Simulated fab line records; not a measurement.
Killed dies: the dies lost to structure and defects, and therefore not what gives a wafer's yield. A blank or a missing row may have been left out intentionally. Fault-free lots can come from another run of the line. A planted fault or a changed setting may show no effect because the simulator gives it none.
Problem report, 8D (eight disciplines) form, completed by code -- flow nand harc -- the parts of the form that need people (team, actions taken, sign-off) are left out

1. WHAT WENT WRONG
At NHARC_P_M2_CMP_23, time to endpoint s averages 12.8 s over 4 wafers from 3 lots, while fault-free wafers read 28.5 s, standard deviation 1.6. Measured from the usual mean, that is -9.8 standard deviations.
The step: polishes, t overpolish 20 s, target thk 144.3 nm.
Seen first at day 10 13:28 on cmp-02, wafer L365.2. The record holds 36 wafers of 12 lots with a number at this step. Rule for "out", or "out of limits": more than 4 standard deviations from the usual mean. Any other wafer with a number is counted as sound.

2. WHAT IT IS AND WHAT IT IS NOT
question,is,is not
which readings at this step,time to endpoint s,"motor current A, retaining ring pressure frac"
which lots,"L364, L365, L366","L349, L352, L353, L354, L355, L357, L358, L363, L369"
which wafers of those lots,"L364.2, L364.5, L365.2, L366.2","L364.4, L365.4, L365.6, L366.3, L366.6"
read on which tools,"cmp-01, cmp-02",cmp-03
when,from day 10 13:28,"up to then (26 sound wafers); but 6 sound wafers of L364, L366, L369 came after"

3. WHAT RULES OUT EACH SUSPECT
Counting: a tool at a process step up to the reading stays a suspect if it ran every lot that is out. Sound lots after the first of them don't rule it out here, since some wafers of a struck lot are sound.
- rie diel-06 at NHARC_P_M2_ETCH_28 (etches the open film in CF4/N2, target depth 30 nm, time 72.99 s): kept. Every lot that is out went through it, the first being L365 (day 10 12:47); the last sound lot it ran before that was L363 (day 10 12:11). Because NHARC_P_M2_ETCH_28 lacks a start for some lots, the hours and order of its lots are taken from NHARC_P_M2_ECD_22.
- ecd cu-01 at NHARC_P_M2_ECD_22 (material Cu, target thk 400 nm): kept. Every lot that is out went through it, the first being L365 (day 10 12:47); the last sound lot it ran before that was L357 (day 9 02:27).
The count leaves ecd cu-01 at NHARC_P_M2_ECD_22 and rie diel-06 at NHARC_P_M2_ETCH_28.

4. THE CAUSE (what the simulator had put in)
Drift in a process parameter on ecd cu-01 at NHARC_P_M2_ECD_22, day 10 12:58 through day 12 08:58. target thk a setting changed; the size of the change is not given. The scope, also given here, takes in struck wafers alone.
Counting left 2 suspects, and this tool is among them.

5. SEQUENCE OF EFFECTS, ordered by route
Each row: a reading whose mean over the struck wafers that have a number lies more than 3 standard deviations from the usual. Only readings whose record carries a usual standard deviation are examined. hours: median over the lots of the time between each lot's start at the first step of this table that gives one and its start at this step. sigmas: the change, counted in usual standard deviations.
hours,step,reading,usual,on struck wafers,change,sigmas
0,NHARC_P_M2_CMP_23,time to endpoint s,28.5 s,12.8,-15.7,-9.8
Its process steps:
- NHARC_P_M2_CMP_23: polishes, t overpolish 20 s, target thk 144.3 nm.

6. HOW IT WOULD HAVE BEEN CAUGHT EARLIER
In this record the first reading out of limits was taken at day 10 13:28, 0 hours after the fault began at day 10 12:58.
Lots out: 3; of these, L366 started NHARC_P_M2_ECD_22 on ecd cu-01 after day 10 13:28. Holding the tool at that time would have saved it.
